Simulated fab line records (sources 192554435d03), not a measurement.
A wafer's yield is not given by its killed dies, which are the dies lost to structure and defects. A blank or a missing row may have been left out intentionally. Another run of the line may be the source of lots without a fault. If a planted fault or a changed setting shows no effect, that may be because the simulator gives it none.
Matching of chambers    flow n5_finfet    4 sister chambers for N5_BEOL_M15_ETCH_61 on rie_diel-06
The step etches BARC in N2/H2, target depth 89 nm, overetch 26.7 nm, time 67.9 s. 14 wafers are shown with their chamber, then 7 later ones without.

WAFERS WITH THEIR CHAMBER
wafer   chamber  showerhead_plenum_p_Torr (Torr)  drypump_motor_current_A (A)  oes_product_au (a.u.)
L077.1  2        2.52                             5.5                          0.59
L077.2  0        2.51                             5.8                          0.61
L077.5  0        2.51                             5.8                          0.61
L083.3  3        2.58                             5.8                          0.72
L083.4  0        2.51                             5.8                          0.61
L083.5  0        2.51                             5.8                          0.61
L085.1  0        2.51                             5.8                          0.60
L085.4  0        2.50                             5.8                          0.60
L085.5  1        2.63                             5.9                          0.61
L087.4  0        2.50                             5.8                          0.61
L087.5  1        2.63                             5.9                          0.60
L087.6  3        2.57                             5.8                          0.71
L089.2  3        2.57                             5.8                          0.71
L089.3  0        2.50                             5.9                          0.60

SIGNATURES (means of the wafers above)
reading                   chamber 0  chamber 1  chamber 2  chamber 3  scatter within a chamber
showerhead_plenum_p_Torr  2.5062     2.6300     2.5200     2.5733     0.00504
drypump_motor_current_A   5.812      5.900      5.500      5.800      0.0296
oes_product_au            0.6062     0.6050     0.5900     0.7133     0.00552
Rule: for a wafer and a chamber, the distance is found by dividing, reading by reading, the gap between the wafer's reading and the chamber's mean by the reading's scatter, squaring, summing and taking the root. If the next closest chamber is less than 2 further off than the closest, the wafer can't be placed; otherwise it belongs to the closest. The scatter is the square root of a quotient: the sum, over the shown wafers, of each reading's squared deviation from its chamber's mean, divided by wafers minus chambers.

WAFERS WHOSE CHAMBER IS MISSING
wafer   showerhead_plenum_p_Torr (Torr)  drypump_motor_current_A (A)  oes_product_au (a.u.)
L089.6  2.63                             5.9                          0.60
L094.1  2.57                             5.8                          0.71
L094.2  2.50                             5.8                          0.60
L094.3  2.62                             5.9                          0.61
L094.4  2.51                             5.5                          0.83
L094.5  2.57                             5.8                          0.71
L094.6  2.51                             5.6                          0.83

CHAMBER TAKEN BY EACH
wafer    from the rows above   in truth
L089.6   1                     1
L094.1   3                     3
L094.2   0                     0
L094.3   1                     1
L094.4   3                     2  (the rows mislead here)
L094.5   3                     3
L094.6   3                     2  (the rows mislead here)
Correct placement for 5 of the 7. Left unplaced by these rows: 0. 2 placed wrongly.
